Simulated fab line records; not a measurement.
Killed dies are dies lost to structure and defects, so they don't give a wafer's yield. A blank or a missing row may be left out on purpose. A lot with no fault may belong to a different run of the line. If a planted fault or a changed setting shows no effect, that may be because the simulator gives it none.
Matching of chambers ; flow n5 finfet ; N5_BEOL_M6_DESCUM_16 on rie diel-04: 4 sister chambers
The step chemistry O2, time 7.9 s. 4 wafers are shown with their chamber, then 8 later ones without.

WAFERS PAIRED WITH THEIR CHAMBERS
wafer;chamber;showerhead plenum p Torr (Torr)
L118.2;2;2.16
L118.5;1;2.12
L118.6;0;2.17
L119.2;3;2.00

WAFERS WITHOUT THEIR CHAMBER
wafer;showerhead plenum p Torr (Torr)
L119.3;2.11
L119.4;2.15
L123.1;2.00
L123.3;2.17
L123.4;2.15
L128.1;2.17
L128.4;2.11
L128.6;2.11

CHAMBER TAKEN BY EACH
wafer;from the rows above;in truth
L119.3;1;1
L119.4;can't be placed: 2 or 0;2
L123.1;3;3
L123.3;can't be placed: 0 or 2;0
L123.4;can't be placed: 2 or 0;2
L128.1;can't be placed: 0 or 2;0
L128.4;1;1
L128.6;1;1
Placed correctly: 4 of 8. Can't be placed from these rows: 4 (the true chamber is among the candidates in 4). 0 placed wrongly.
How it was worked out, from the rows above alone: a wafer's distance from a chamber is the root of the sum, over the readings, of the square of ((its reading less the chamber's mean) divided by the reading's scatter). If the next closest chamber is less than 2 further off than the closest, the wafer can't be placed; otherwise it belongs to the closest. Each chamber's mean is taken over the wafers shown for it. The scatter (one wafer shown for each chamber): square how far every hidden wafer sits from the nearest shown wafer, average those squares and take the square root.
